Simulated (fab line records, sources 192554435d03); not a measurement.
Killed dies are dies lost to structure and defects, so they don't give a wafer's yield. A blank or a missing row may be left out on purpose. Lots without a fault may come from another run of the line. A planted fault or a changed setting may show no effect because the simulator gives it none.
Chamber matching | flow n5_finfet | N5_DUMMY_GATE_ETCH_44 on rie_si-05: 4 sister chambers
The step etches poly-Si in HBr/O2, stops on SiO2, target depth 127.5 nm. 8 wafers are shown with their chamber, then 9 later ones without.

WAFERS WITH THEIR CHAMBER
wafer  | chamber | drypump_motor_current_A (A) | throttle_valve_pct (%)
L081.3 | 3       | 5.1                         | 18.78
L081.5 | 2       | 5.1                         | 18.25
L082.1 | 3       | 5.0                         | 18.79
L082.2 | 1       | 5.9                         | 18.56
L082.4 | 0       | 4.9                         | 18.33
L083.1 | 1       | 5.9                         | 18.57
L083.2 | 2       | 5.1                         | 18.25
L083.4 | 0       | 4.9                         | 18.34

WAFERS WITHOUT THEIR CHAMBER
wafer  | drypump_motor_current_A (A) | throttle_valve_pct (%)
L084.1 | 5.1                         | 18.78
L084.2 | 5.9                         | 18.57
L084.6 | 5.1                         | 18.80
L092.3 | 5.1                         | 18.25
L092.4 | 5.9                         | 18.57
L092.6 | 5.1                         | 18.77
L095.2 | 5.1                         | 18.26
L095.3 | 4.9                         | 18.32
L095.4 | 5.9                         | 18.56

WHICH CHAMBER EACH WENT THROUGH
wafer  | from the rows above | in truth
L084.1 | 3                   | 3
L084.2 | 1                   | 1
L084.6 | 3                   | 3
L092.3 | 2                   | 2
L092.4 | 1                   | 1
L092.6 | 3                   | 3
L095.2 | 2                   | 2
L095.3 | 0                   | 0
L095.4 | 1                   | 1
Placed correctly: 9 of 9. Can't be placed from these rows: 0. Placed wrongly: 0.
How it was worked out, from the rows above alone: a wafer's distance from a chamber is the root of the sum, over the readings, of the square of ((its reading less the chamber's mean) divided by the reading's scatter). The wafer belongs to the nearest chamber; if the next one is less than 2 further off, it can't be placed. A chamber's mean is the mean of its shown wafers. The scatter: the root of (the sum of the squares of (reading less its chamber's mean) over the shown wafers, divided by (wafers less chambers)).
